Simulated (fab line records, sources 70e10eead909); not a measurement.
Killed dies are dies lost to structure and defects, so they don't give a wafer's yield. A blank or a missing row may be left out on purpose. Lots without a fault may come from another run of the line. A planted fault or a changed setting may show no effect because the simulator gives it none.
Chamber matching | flow nand_harc | NHARC_A_CONTACT_ETCH_92 on rie_diel-05: 4 sister chambers
The step etches the open film in CH3F/O2, target depth 40 nm, time 85.7 s. 14 wafers are shown with their chamber, then 7 later ones without.

WAFERS WITH THEIR CHAMBER
wafer  | chamber | showerhead_plenum_p_Torr (Torr) | drypump_motor_current_A (A) | rf_vpp_V (V)
L078.1 | 3       | 2.55                            | 5.7                         | 246.1
L078.3 | 1       | 2.31                            | 5.2                         | 240.7
L078.6 | 0       | 2.30                            | 5.9                         | 241.7
L087.2 | 3       | 2.55                            | 5.7                         | 244.9
L087.3 | 0       | 2.30                            | 5.8                         | 241.5
L087.5 | 2       | 2.33                            | 6.7                         | 243.1
L088.2 | 2       | 2.33                            | 6.7                         | 242.6
L088.3 | 0       | 2.30                            | 5.8                         | 240.3
L088.4 | 3       | 2.55                            | 5.6                         | 245.7
L086.1 | 1       | 2.31                            | 5.2                         | 244.7
L086.3 | 3       | 2.55                            | 5.7                         | 245.5
L086.5 | 3       | 2.55                            | 5.7                         | 246.4
L091.1 | 2       | 2.33                            | 6.7                         | 241.6
L091.2 | 0       | 2.29                            | 5.8                         | 242.5

SIGNATURES (means of the wafers above)
reading                  | chamber 0 | chamber 1 | chamber 2 | chamber 3 | scatter within a chamber
showerhead_plenum_p_Torr | 2.2975    | 2.3100    | 2.3300    | 2.5500    | 0.00274
drypump_motor_current_A  | 5.825     | 5.200     | 6.700     | 5.680     | 0.0394
rf_vpp_V                 | 241.500   | 242.700   | 242.433   | 245.720   | 1.14
Rule: a wafer's distance from a chamber is the root of the sum, over the readings, of the square of ((its reading less the chamber's mean) divided by the reading's scatter). The wafer belongs to the nearest chamber; if the next one is less than 2 further off, it can't be placed. The scatter: the root of (the sum of the squares of (reading less its chamber's mean) over the shown wafers, divided by (wafers less chambers)).

WAFERS WITHOUT THEIR CHAMBER
wafer  | showerhead_plenum_p_Torr (Torr) | drypump_motor_current_A (A) | rf_vpp_V (V)
L091.6 | 2.30                            | 5.2                         | 242.0
L090.2 | 2.30                            | 5.2                         | 243.1
L090.4 | 2.55                            | 5.7                         | 244.8
L090.6 | 2.29                            | 5.9                         | 242.0
L093.1 | 2.29                            | 5.9                         | 241.4
L093.3 | 2.30                            | 5.2                         | 242.7
L093.5 | 2.55                            | 5.7                         | 245.6

WHICH CHAMBER EACH WENT THROUGH
wafer  | from the rows above | in truth
L091.6 | 1                   | 1
L090.2 | 1                   | 1
L090.4 | 3                   | 3
L090.6 | 0                   | 0
L093.1 | 0                   | 0
L093.3 | 1                   | 1
L093.5 | 3                   | 3
Placed correctly: 7 of 7. Can't be placed from these rows: 0. Placed wrongly: 0.
